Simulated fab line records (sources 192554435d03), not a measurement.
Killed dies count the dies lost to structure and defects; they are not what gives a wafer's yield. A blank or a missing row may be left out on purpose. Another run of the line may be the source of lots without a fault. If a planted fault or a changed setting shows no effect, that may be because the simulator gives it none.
fab line records ; flow n5-finfet
record: lots: 10; wafers: 30; last-day: 19
route steps=1938 shown BEOL_M1@835 BEOL_M2@843 BEOL_M4@1111 PASSIVATION@1936
lots with no fault: from the same line, run without faults
start-h: start of the lot's first displayed wafer, in hours after the record's first day ; wait-h: hours elapsed since this lot's preceding step ; " same as the row above ; L1.1+2: one row covering several wafers at once ; - no value, or no start was given ; * or withheld: withheld ; < > ~ a bound
route shown NAME@n: a module of which the file shows steps, and the number in the route of the first ; usual: the fault-free wafers' mean and standard deviation ; same: alike in all rows ; chamber/n: place in a boat ; sites: each site's reading ; _std_site: the values' standard deviation ; _edge_site: the outer-site mean with the inner-site mean subtracted ; radius-mm: for every site, how far away it sits from the centre of the wafer ; mask NAME#n: copy n ; behind: the tool/chamber that last shaped the wafer ; hold: what put the lot on hold/how long, in hours/how the hold closed ; device: the transistor (n, p or np) that didn't switch ; end of line: tests of these same wafers at the route's end ; step lacking rows: just its recipe ; killed: at the first sort, the dies lost to defects and structure; wafer yield is something else ; map: per-die view of a wafer (x killed, . not killed, _ where there is no die)
set.NAME: setting as actually run; set.NAME@STEP: the setting as run at that earlier step ; model.NAME: the simulator's own value behind a step, which no gauge read
the route's steps for a sample of lots (tables are steps, rows are wafers)
services: when a tool's chamber went out of use (start-h, in hours from the record's first day, below 0 if earlier), for how many hours, and the reason
== steps ==
step: N5_BEOL_M1_PRE_CLEAN_60
recipe: gas: NH3/H2; time-s: 15; temp-c: *; rf-power-w: 300
usual: heater-power-w: 104/10
lot.wafer;tool;chamber;start-h;wait-h;heater-power-w
L366.3;cvd-co-01;1;155.38;0.0;108
L366.4;cvd-co-01;0;155.38;0.0;97
L366.5;cvd-co-01;1;155.38;0.0;107
L368.1;cvd-co-02;0;156.37;0.0;119
L368.3;cvd-co-02;1;156.37;0.0;95
L368.5;cvd-co-02;0;156.37;0.0;122
L367.3;cvd-co-02;0;157.09;0.1;120
L367.4;cvd-co-02;0;157.09;0.1;119
L367.5;cvd-co-02;2;157.09;0.1;92
L369.3;cvd-co-01;1;161.55;0.0;105
L369.4;cvd-co-01;1;161.55;0.0;108
L369.6;cvd-co-01;2;161.55;0.0;106
L373.1;cvd-co-02;2;193.49;0.0;94
L373.2;cvd-co-02;1;193.49;0.0;94
L373.6;cvd-co-02;0;193.49;0.0;123
L381.3;cvd-co-02;0;252.41;0.0;122
L381.4;cvd-co-02;2;252.41;0.0;92
L381.5;cvd-co-02;0;252.41;0.0;122
L382.1;cvd-co-02;0;255.41;0.0;120
L382.3;cvd-co-02;2;255.41;0.0;95
L382.6;cvd-co-02;2;255.41;0.0;95
L383.3;cvd-co-01;1;259.54;0.1;110
L383.5;cvd-co-01;0;259.54;0.1;99
L383.6;cvd-co-01;1;259.54;0.1;109
L384.2;cvd-co-01;0;262.54;0.0;98
L384.3;cvd-co-01;1;262.54;0.0;107
L384.6;cvd-co-01;1;262.54;0.0;108
L386.1;cvd-co-02;1;275.60;0.0;94
L386.2;cvd-co-02;2;275.60;0.0;95
L386.4;cvd-co-02;2;275.60;0.0;94
step: N5_BEOL_M1_RS_MEAS_58
recipe: thk-meas-gauge: four-point-probe; reads: Co_of_BEOL_M1_CO_CAP_55+Cu_of_BEOL_M1_ECD_50+Co_of_BEOL_M1_CVD_47+TaN_of_BEOL_M1_ALD_84
usual: M1_RS: 0.67/0.035
lot.wafer;tool;chamber;start-h;wait-h;M1_RS[ohm/sq]
L366.3;film-metro-01;-;155.64;0.1;0.69
L366.4;film-metro-01;-;155.64;0.1;0.66
L366.5;film-metro-01;-;155.64;0.1;0.67
L368.1;film-metro-02;-;156.60;0.0;0.72
L368.3;film-metro-02;-;156.60;0.0;0.73
L368.5;film-metro-02;-;156.60;0.0;0.72
L367.3;film-metro-01;-;157.35;0.1;0.70
L367.4;film-metro-01;-;157.35;0.1;0.70
L367.5;film-metro-01;-;157.35;0.1;0.70
L369.3;film-metro-01;-;161.78;0.1;0.65
L369.4;film-metro-01;-;161.78;0.1;0.67
L369.6;film-metro-01;-;161.78;0.1;0.62
L373.1;film-metro-01;-;193.71;0.0;0.64
L373.2;film-metro-01;-;193.71;0.0;0.68
L373.6;film-metro-01;-;193.71;0.0;0.64
L381.3;film-metro-02;-;252.64;0.1;0.67
L381.4;film-metro-02;-;252.64;0.1;0.62
L381.5;film-metro-02;-;252.64;0.1;0.61
L382.1;film-metro-01;-;255.63;0.0;0.67
L382.3;film-metro-01;-;255.63;0.0;0.64
L382.6;film-metro-01;-;255.63;0.0;0.66
L383.3;film-metro-02;-;259.80;0.1;0.74
L383.5;film-metro-02;-;259.80;0.1;0.66
L383.6;film-metro-02;-;259.80;0.1;0.69
L384.2;film-metro-01;-;262.82;0.1;0.68
L384.3;film-metro-01;-;262.82;0.1;0.70
L384.6;film-metro-01;-;262.82;0.1;0.65
L386.1;film-metro-02;-;275.82;0.0;0.69
L386.2;film-metro-02;-;275.82;0.0;0.66
L386.4;film-metro-02;-;275.82;0.0;0.63
step: N5_BEOL_M1_INSPECT_59
recipe: inspect-instrument: darkfield; mode: post-dep
usual: raw-defect-count: 76/28
lot.wafer;tool;chamber;start-h;wait-h;raw-defect-count
L366.3;defect-inspect-01;-;155.66;0.0;49
L366.4;defect-inspect-01;-;155.66;0.0;36
L366.5;defect-inspect-01;-;155.66;0.0;67
L368.1;defect-inspect-02;-;156.63;0.0;80
L368.3;defect-inspect-02;-;156.63;0.0;87
L368.5;defect-inspect-02;-;156.63;0.0;133
L367.3;defect-inspect-01;-;157.37;0.0;61
L367.4;defect-inspect-01;-;157.37;0.0;59
L367.5;defect-inspect-01;-;157.37;0.0;44
L369.3;defect-inspect-02;-;161.80;0.0;80
L369.4;defect-inspect-02;-;161.80;0.0;57
L369.6;defect-inspect-02;-;161.80;0.0;69
L373.1;defect-inspect-02;-;193.74;0.0;73
L373.2;defect-inspect-02;-;193.74;0.0;59
L373.6;defect-inspect-02;-;193.74;0.0;44
L381.3;defect-inspect-02;-;252.66;0.0;46
L381.4;defect-inspect-02;-;252.66;0.0;37
L381.5;defect-inspect-02;-;252.66;0.0;70
L382.1;defect-inspect-01;-;255.67;0.0;23
L382.3;defect-inspect-01;-;255.67;0.0;39
L382.6;defect-inspect-01;-;255.67;0.0;39
L383.3;defect-inspect-02;-;259.83;0.0;43
L383.5;defect-inspect-02;-;259.83;0.0;28
L383.6;defect-inspect-02;-;259.83;0.0;75
L384.2;defect-inspect-01;-;262.85;0.0;74
L384.3;defect-inspect-01;-;262.85;0.0;58
L384.6;defect-inspect-01;-;262.85;0.0;63
L386.1;defect-inspect-02;-;275.85;0.0;41
L386.2;defect-inspect-02;-;275.85;0.0;79
L386.4;defect-inspect-02;-;275.85;0.0;73
step: N5_BEOL_M2_PECVD_72
recipe: material: SiO2; target-thk-a: 160; temp-c: 400; precursor: TEOS/O2; pressure-torr: 5.5; rf-w: 450; teos-flow-sccm: 53.8; gas: O2; flow-sccm: 3000; time-s: 18
usual: heater-power-w: 704/89; showerhead-plenum-p-Torr: 8.76/0.075; throttle-valve-pct: 22.2/0.95
lot.wafer;tool;chamber;start-h;wait-h;heater-power-w;showerhead-plenum-p-Torr;throttle-valve-pct
L366.3;pecvd-04;1;155.82;0.1;769;8.83;21.4
L366.4;pecvd-04;0;155.82;0.1;545;8.78;23.0
L366.5;pecvd-04;1;155.82;0.1;758;8.83;21.3
L368.1;pecvd-04;0;156.77;0.0;646;8.80;23.3
L368.3;pecvd-04;0;156.77;0.0;627;8.79;23.1
L368.5;pecvd-04;0;156.77;0.0;633;8.79;23.1
L367.3;pecvd-04;1;157.53;0.1;714;8.81;21.8
L367.4;pecvd-04;0;157.53;0.1;521;8.77;23.2
L367.5;pecvd-04;1;157.53;0.1;713;8.83;21.4
L369.3;pecvd-04;1;161.96;0.1;753;8.82;21.3
L369.4;pecvd-04;0;161.96;0.1;561;8.78;23.0
L369.6;pecvd-04;0;161.96;0.1;550;8.77;23.2
L373.1;pecvd-04;0;193.88;0.0;589;8.80;23.3
L373.2;pecvd-04;1;193.88;0.0;763;8.83;21.4
L373.6;pecvd-04;1;193.88;0.0;774;8.83;21.5
L381.3;pecvd-01;2;252.80;0.0;638;8.70;21.7
L381.4;pecvd-01;0;252.80;0.0;761;8.79;23.5
L381.5;pecvd-01;2;252.80;0.0;627;8.71;21.7
L382.1;pecvd-01;2;255.81;0.0;663;8.72;21.5
L382.3;pecvd-01;0;255.81;0.0;735;8.77;23.7
L382.6;pecvd-01;0;255.81;0.0;766;8.77;23.5
L383.3;pecvd-01;2;259.97;0.0;645;8.70;21.5
L383.5;pecvd-01;1;259.97;0.0;705;8.63;21.1
L383.6;pecvd-01;2;259.97;0.0;644;8.68;21.7
L384.2;pecvd-04;1;262.99;0.0;646;8.81;21.2
L384.3;pecvd-04;0;262.99;0.0;562;8.81;23.4
L384.6;pecvd-04;1;262.99;0.0;655;8.84;21.5
L386.1;pecvd-01;1;275.99;0.0;783;8.65;21.1
L386.2;pecvd-01;0;275.99;0.0;743;8.80;23.6
L386.4;pecvd-01;2;275.99;0.0;670;8.72;21.5
step: N5_BEOL_M2_INSPECT_13
recipe: mode: adi; inspect-instrument: brightfield
usual: raw-defect-count: 413/100
lot.wafer;tool;chamber;start-h;wait-h;raw-defect-count
L366.3;defect-inspect-02;-;156.91;0.1;314
L366.4;defect-inspect-02;-;156.91;0.1;260
L366.5;defect-inspect-02;-;156.91;0.1;366
L368.1;defect-inspect-02;-;157.33;0.1;420
L368.3;defect-inspect-02;-;157.33;0.1;461
L368.5;defect-inspect-02;-;157.33;0.1;498
L367.3;defect-inspect-01;-;161.60;0.0;333
L367.4;defect-inspect-01;-;161.60;0.0;343
L367.5;defect-inspect-01;-;161.60;0.0;234
L369.3;defect-inspect-01;-;162.54;0.0;1108
L369.4;defect-inspect-01;-;162.54;0.0;1154
L369.6;defect-inspect-01;-;162.54;0.0;1081
L373.1;defect-inspect-01;-;196.52;0.1;1324
L373.2;defect-inspect-01;-;196.52;0.1;1250
L373.6;defect-inspect-01;-;196.52;0.1;1210
L381.3;defect-inspect-01;-;255.44;0.0;320
L381.4;defect-inspect-01;-;255.44;0.0;211
L381.5;defect-inspect-01;-;255.44;0.0;462
L382.1;defect-inspect-01;-;258.62;0.1;307
L382.3;defect-inspect-01;-;258.62;0.1;307
L382.6;defect-inspect-01;-;258.62;0.1;336
L383.3;defect-inspect-01;-;262.03;0.0;333
L383.5;defect-inspect-01;-;262.03;0.0;270
L383.6;defect-inspect-01;-;262.03;0.0;351
L384.2;defect-inspect-02;-;264.00;0.0;515
L384.3;defect-inspect-02;-;264.00;0.0;322
L384.6;defect-inspect-02;-;264.00;0.0;461
L386.1;defect-inspect-01;-;278.36;0.1;234
L386.2;defect-inspect-01;-;278.36;0.1;429
L386.4;defect-inspect-01;-;278.36;0.1;322
step: N5_BEOL_M4_RC_MEAS_101
usual: DIBL_N: 36.3/1.6; DIBL_P: 36.4/2.1; IOFF_N: 0.16/0.032; IOFF_P: 0.22/0.044; ION_N: 675/12; ION_P: 463/8.3; SS_N: 71.6/0.64; SS_P: 73.3/0.67; VT_N: 250/3.3; VT_P: -250/3.7
lot.wafer;tool;chamber;start-h;wait-h;DIBL_N[mV/V];DIBL_P[mV/V];IOFF_N[nA/um];IOFF_P[nA/um];ION_N[uA/um];ION_P[uA/um];SS_N[mV/dec];SS_P[mV/dec];VT_N[mV];VT_P[mV]
L366.3;prober-01;0;209.26;0.3;37.6;38.7;0.17;0.21;675;462;72.0;73.9;248;-250
L366.4;prober-01;0;209.26;0.3;35.8;35.3;0.13;0.16;672;452;71.6;72.1;252;-256
L366.5;prober-01;0;209.26;0.3;35.0;35.0;0.12;0.16;666;455;70.9;72.7;252;-255
L368.1;prober-01;0;218.98;0.0;36.7;36.5;0.17;0.22;675;470;71.0;73.9;248;-249
L368.3;prober-01;0;218.98;0.0;36.5;36.4;0.16;0.20;664;455;71.4;72.9;251;-251
L368.5;prober-01;0;218.98;0.0;37.5;37.5;0.18;0.22;682;469;72.1;74.1;248;-248
L367.3;prober-02;0;226.43;0.3;38.8;38.2;0.18;0.23;684;466;71.7;73.9;252;-247
L367.4;prober-02;0;226.43;0.3;35.0;33.1;0.12;0.16;666;455;70.6;73.1;256;-255
L367.5;prober-02;0;226.43;0.3;36.4;35.1;0.15;0.20;686;464;71.9;73.5;251;-251
L369.3;prober-02;0;232.50;0.3;36.3;35.5;0.15;0.19;674;463;70.6;73.7;251;-251
L369.4;prober-02;0;232.50;0.3;35.1;33.6;0.13;0.17;667;462;70.5;73.0;250;-252
L369.6;prober-02;0;232.50;0.3;37.4;36.4;0.18;0.21;694;471;71.2;72.5;246;-254
L373.1;prober-02;0;257.00;0.0;35.4;35.7;0.15;0.18;665;457;71.2;72.8;251;-254
L373.2;prober-02;0;257.00;0.0;37.9;38.7;0.21;0.23;697;468;71.7;74.1;246;-250
L373.6;prober-02;0;257.00;0.0;36.7;37.3;0.18;0.20;674;454;71.2;73.0;249;-251
L381.3;prober-01;0;308.73;0.3;38.0;37.5;0.20;0.26;699;471;72.3;74.3;246;-244
L381.4;prober-01;0;308.73;0.3;33.7;32.2;0.12;0.17;654;452;70.6;72.7;253;-250
L381.5;prober-01;0;308.73;0.3;34.7;33.5;0.13;0.18;674;461;71.4;74.0;251;-251
L383.3;prober-02;0;317.36;0.3;34.3;32.5;0.10;0.13;642;435;70.7;72.8;257;-258
L383.5;prober-02;0;317.36;0.3;34.8;33.8;0.12;0.14;676;460;71.0;73.8;253;-256
L383.6;prober-02;0;317.36;0.3;33.7;31.3;0.09;0.12;651;442;70.2;71.9;258;-259
L384.2;prober-01;0;321.76;0.2;34.4;34.3;0.15;0.21;678;465;71.0;72.0;246;-247
L384.3;prober-01;0;321.76;0.2;35.5;36.6;0.17;0.25;699;479;72.3;73.0;247;-246
L384.6;prober-01;0;321.76;0.2;38.4;40.4;0.24;0.32;690;468;72.9;74.0;243;-243
L382.1;prober-02;0;323.48;0.0;34.9;35.0;0.14;0.19;666;465;71.3;72.3;251;-251
L382.3;prober-02;0;323.48;0.0;37.0;37.8;0.18;0.24;681;469;71.4;73.3;246;-247
L382.6;prober-02;0;323.48;0.0;37.3;37.6;0.18;0.23;685;467;71.3;73.4;244;-249
L386.1;prober-02;0;354.48;0.0;35.4;36.1;0.13;0.16;665;456;71.8;72.6;254;-253
L386.2;prober-02;0;354.48;0.0;34.7;35.6;0.13;0.16;662;456;71.1;73.2;252;-256
L386.4;prober-02;0;354.48;0.0;40.7;41.8;0.24;0.26;697;463;73.0;74.2;245;-247
step: N5_PASSIVATION_PROBE_49
usual: defect-limited-yield: 91.4/1.2; killed_at_M0_to_M3: 35/11; killed_at_M4_up: 14/6; killed-at-contacts: 12/6.7; killed-at-front-end: 37/9.7; killed-at-other: 3.5/2.5; killed-dies: 102/15; killed-open: 67/12; killed-short: 33/7.3; sort_bin_5_function: 5.1/0.81; sort_bin_6_memory: 3.2/0.65; sort_bin_8_speed: 0.00/0.021; sort-n-pass: 1078/15; sort-yield-pct: 91.4/1.2
same: gross-dies: 1180; killed-at-back-side: 0; sort_bin_4_leakage[%]: 0
lot.wafer;tool;chamber;start-h;wait-h;defect-limited-yield[%];killed_at_M0_to_M3;killed_at_M4_up;killed-at-contacts;killed-at-front-end;killed-at-other;killed-dies;killed-open;killed-short;sort_bin_5_function[%];sort_bin_6_memory[%];sort_bin_8_speed[%];sort-n-pass;sort-yield-pct[%]
L369.3;prober-01;-;345.56;0.1;80.8;163;10;7;43;3;226;60;38;11.2;4.2;0;954;80.8
L369.4;prober-01;-;345.61;0.2;86.0;100;3;3;53;6;165;66;43;8.1;3.9;0;1015;86.0
L369.6;prober-01;-;345.71;0.3;87.5;83;12;6;40;7;148;53;34;7.8;3.5;0;1032;87.5
L373.1;prober-02;-;360.54;0.0;88.0;94;8;23;15;2;142;53;30;6.4;3.6;0;1038;88.0
L373.2;prober-02;-;360.59;0.1;80.5;163;25;12;26;4;230;65;28;13.5;3.6;0;950;80.5
L373.6;prober-02;-;360.79;0.3;79.7;164;13;24;35;4;240;70;33;13.5;3.6;0;940;79.7
killed by level:class
L369.3 BEOL_M2:unspecified=127 BEOL_M2:geometric-particle:open=10 FIN_SAQP:geometric-particle:open=9 STI_FIN_REVEAL:geometric-particle:open=9 MOL_CONTACT_COAG:geometric-particle:open=6 BEOL_M0_SAQP:geometric-particle:open=6 BEOL_M3:geometric-particle:open=5 FIN_SAQP:geometric-particle:short=4
L369.4 BEOL_M2:unspecified=56 STI_FIN_REVEAL:geometric-particle:open=20 BEOL_M0_SAQP:geometric-particle:short=10 BEOL_M0_SAQP:geometric-particle:open=10 FIN_SAQP:geometric-particle:open=9 BEOL_M3:geometric-particle:open=8 FIN_SAQP:geometric-particle:short=6 BEOL_M3:geometric-particle:short=6
L369.6 BEOL_M2:unspecified=59 STI_FIN_REVEAL:geometric-particle:open=9 FIN_SAQP:geometric-particle:open=8 BEOL_M0_SAQP:geometric-particle:short=8 FIN_SAQP:geometric-particle:short=6 MOL_CONTACT_COAG:geometric-particle:open=5 BEOL_M2:geometric-particle:open=5 BEOL_M3:geometric-particle:open=5
L373.1 BEOL_M2:unspecified=58 BEOL_M2:geometric-particle:open=19 MOL_CONTACT_COAG:geometric-particle:open=16 MOL_CONTACT_COAG:geometric-particle:short=7 STI_FIN_REVEAL:geometric-particle:open=5 BEOL_M0_SAQP:geometric-particle:short=5 GATE_CUT:geometric-particle:short=4 BEOL_M2:geometric-particle:short=4
L373.2 BEOL_M2:unspecified=136 BEOL_M4:geometric-particle:open=14 STI_FIN_REVEAL:geometric-particle:open=9 BEOL_M2:geometric-particle:open=8 MOL_CONTACT_COAG:geometric-particle:short=7 BEOL_M3:geometric-particle:open=7 MOL_CONTACT_COAG:geometric-particle:open=5 STARTING-WAFER:geometric-particle:short=4
L373.6 BEOL_M2:unspecified=133 MOL_CONTACT_COAG:geometric-particle:open=15 STI_FIN_REVEAL:geometric-particle:open=8 BEOL_M2:geometric-particle:open=8 MOL_CONTACT_COAG:geometric-particle:short=7 BEOL_M3:geometric-particle:open=7 BEOL_M4:geometric-particle:open=6 DUMMY_GATE:geometric-particle:open=5
== services ==
tool;chamber;start-h;hours;kind
pecvd-01;2;144.47;3.6;repair
pecvd-04;1;148.95;6.2;repair
pecvd-01;-;152.19;0.9;repair
cvd-co-02;-;161.23;4.8;repair
pecvd-04;2;167.48;-;clean
pecvd-04;2;167.48;-;consumable-replace:showerhead
pecvd-04;2;167.48;29.0;scheduled-down
pecvd-04;2;167.48;29.0;vent-cycle
pecvd-01;2;202.38;-;clean
pecvd-01;2;202.38;-;consumable-replace:showerhead
pecvd-01;2;202.38;29.0;scheduled-down
pecvd-01;2;202.38;29.0;vent-cycle
cvd-co-02;-;209.89;6.7;repair
cvd-co-02;-;216.64;2.8;pm
pecvd-01;-;236.93;14.6;pm
pecvd-04;2;238.07;2.1;scheduled-down
pecvd-01;-;266.95;2.8;pm
== key ==
first-sign: step: N5_BEOL_M2_INSPECT_13; reading: raw-defect-count; direction: up; sigmas: 7.7; usual: 413; struck: 1188
effect: step: N5_PASSIVATION_PROBE_49; reading: killed_at_M0_to_M3; direction: up; sigmas: 8.6; usual: 35; struck: 128
more-kills-born-at: N5_BEOL_M2_PECVD_72@pecvd-04: 569
met-at N5_BEOL_M2_PECVD_72
struck-lots L369,L373
not-acting-at N5_BEOL_M1_PRE_CLEAN_60,N5_BEOL_M1_RS_MEAS_58,N5_BEOL_M1_INSPECT_59
onset-between 157.53 161.96
fault: kind: chamber-particle-source; tool: pecvd-04; chamber: -; onset-h: 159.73; steps: N5_BEOL_M2_PECVD_72; rate-per-visit-cm2: 1.2902; end-h: 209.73
